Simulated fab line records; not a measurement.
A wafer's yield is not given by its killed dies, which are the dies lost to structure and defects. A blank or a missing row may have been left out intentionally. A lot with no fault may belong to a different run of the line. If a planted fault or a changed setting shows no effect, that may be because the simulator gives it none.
2 desks, one fault	flow n5 finfet	what lay behind the numbers comes last; until then each desk has only its own

DESK OF THE TOOL OWNER: rie diel-01
The tool's own readings at N5_BEOL_M1_ETCH_70 (etches SOC in N2/H2, target depth 80 nm, overetch 16 nm, time 120 s): means of the sampled wafers that have a number, for each lot that ran on this tool. Marked OUT: a lot whose mean sits more than 4 standard deviations from the usual mean, which makes it out of limits; the brackets give that distance.
Columns: A = drypump motor current A at N5_BEOL_M1_ETCH_70, usual 5.8 A; B = oes product au at N5_BEOL_M1_ETCH_70, usual 0.63 a.u.; C = rf vpp V at N5_BEOL_M1_ETCH_70, usual 523.7 V; D = showerhead plenum p Torr at N5_BEOL_M1_ETCH_70, usual 2.54 Torr; E = throttle valve pct at N5_BEOL_M1_ETCH_70, usual 17.80 %
lot	first seen here	A	B	C	D	E
L510	day 6 15:50	5.6	0.58	521.0	2.47	18.12
L514	day 8 06:37	5.4	0.70	523.0	2.50	17.72
L515	day 8 09:49	5.6	0.63	522.2	2.50	17.98
L528	day 11 12:51	5.5	0.65	522.6	2.52	17.87
L530	day 11 16:19	5.7	0.69	524.9	2.60	17.75
L531	day 12 04:07	5.8	0.71	527.2	2.68	17.77
L532	day 13 08:24	5.6	0.66	524.6	2.58	17.90
This desk's verdict: no lot among the 7 shows anything out of limits.

METROLOGY DESK
What the gauges read, lot by lot, whatever tool the lot ran on: means of the sampled wafers that have a number. Marked OUT: a lot whose mean sits more than 4 standard deviations from the usual mean, which makes it out of limits; the brackets give that distance. Only the readings that lie furthest out on some lot appear, 7 of the 12 it has.
Columns: A = CHAIN_V0 at N5_BEOL_M4_RC_MEAS_101, usual 233 ohm/link; B = CHAIN_V0_max_site at N5_BEOL_M4_RC_MEAS_101, usual 242 ohm/link; C = DIBL_N at N5_BEOL_M4_RC_MEAS_101, usual 36.3 mV/V; D = IOFF_P at N5_BEOL_M4_RC_MEAS_101, usual 0.211 nA/um; E = ION_P at N5_BEOL_M4_RC_MEAS_101, usual 462 uA/um; F = SS_N at N5_BEOL_M4_RC_MEAS_101, usual 71.5 mV/dec; G = SS_P at N5_BEOL_M4_RC_MEAS_101, usual 73.3 mV/dec
lot	first seen here	A	B	C	D	E	F	G
L510	day 9 18:11	236	246	36.8	0.225	461	71.9	73.8
L512	day 10 03:50	243	250	35.6	0.220	463	71.2	72.5
L511	day 10 12:52	242	249	35.4	0.175	454	71.5	73.4
L514	day 11 10:41	212	220	36.0	0.197	468	71.7	73.8
L515	day 11 17:12	223	232	37.6	0.201	455	71.3	73.1
L532	day 16 04:41	224	233	37.7	0.238	464	72.3	73.4
L530	day 16 08:40	229	239	34.7	0.236	469	71.3	73.0
L524	day 17 07:19	228	235	35.4	0.214	463	71.2	73.1
L528	day 17 07:20	240	248	36.5	0.212	466	71.2	72.9
L531	day 17 17:07	223	233	36.0	0.205	460	71.8	73.2
This desk's verdict: no lot among the 10 shows anything out of limits.

TAKEN TOGETHER
The tool owner's desk saw nothing out of limits.
Metrology desk: nothing out of limits seen.

WHAT THE SIMULATOR HAD INSERTED
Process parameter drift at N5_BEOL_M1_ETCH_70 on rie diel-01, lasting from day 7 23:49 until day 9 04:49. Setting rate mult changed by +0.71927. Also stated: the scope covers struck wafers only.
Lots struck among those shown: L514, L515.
